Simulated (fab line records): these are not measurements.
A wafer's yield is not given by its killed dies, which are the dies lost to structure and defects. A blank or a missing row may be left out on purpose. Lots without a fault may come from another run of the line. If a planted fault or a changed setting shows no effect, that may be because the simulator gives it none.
Chamber matching	flow n5Finfet	N5_HKMG_FIN_ALD_36 on aldMetal-01 has 4 sister chambers
The step deposits TiN, target thk 1 nm, pulse time 1 s, purge time 3 s. 8 wafers are shown with their chamber, then 9 later ones without.

## EACH WAFER AND ITS CHAMBER
wafer	chamber	heaterPowerW (W)	precursorPulseHeightRel
L075.5	1	775	0.966
L079.1	3	794	0.991
L081.2	1	773	1.001
L081.3	0	818	0.988
L081.5	2	784	1.004
L086.1	2	766	1.028
L086.3	0	814	1.013
L086.4	3	779	0.991

## WAFERS WITH NO CHAMBER GIVEN
wafer	heaterPowerW (W)	precursorPulseHeightRel
L090.1	812	0.990
L090.2	796	1.016
L090.5	788	1.011
L095.1	785	1.032
L095.3	827	1.020
L095.4	801	0.993
L096.1	765	0.995
L096.3	830	0.997
L096.4	772	0.952

## WHICH CHAMBER EACH ONE RAN IN
wafer	from the rows above	in truth
L090.1	0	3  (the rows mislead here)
L090.2	can't be placed: 3 or 2 or 0 or 1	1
L090.5	can't be placed: 3 or 2 or 1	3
L095.1	can't be placed: 2 or 3 or 1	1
L095.3	0	0
L095.4	can't be placed: 3 or 0 or 1 or 2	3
L096.1	can't be placed: 1 or 2 or 3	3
L096.3	0	0
L096.4	can't be placed: 1 or 3 or 2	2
2 of 9 placed correctly. Can't be placed from these rows: 6 (the true chamber is among the candidates in 6). Wrongly placed: 1.
How it was worked out, from the rows above alone: a wafer's distance from a chamber is the root of the sum, over the readings, of the square of ((its reading less the chamber's mean) divided by the reading's scatter). If the next closest chamber is less than 2 further off than the closest, the wafer can't be placed; otherwise it belongs to the closest. Each chamber's mean is taken over the wafers shown for it. The scatter: the root of (the sum of the squares of (reading less its chamber's mean) over the shown wafers, divided by (wafers less chambers)).
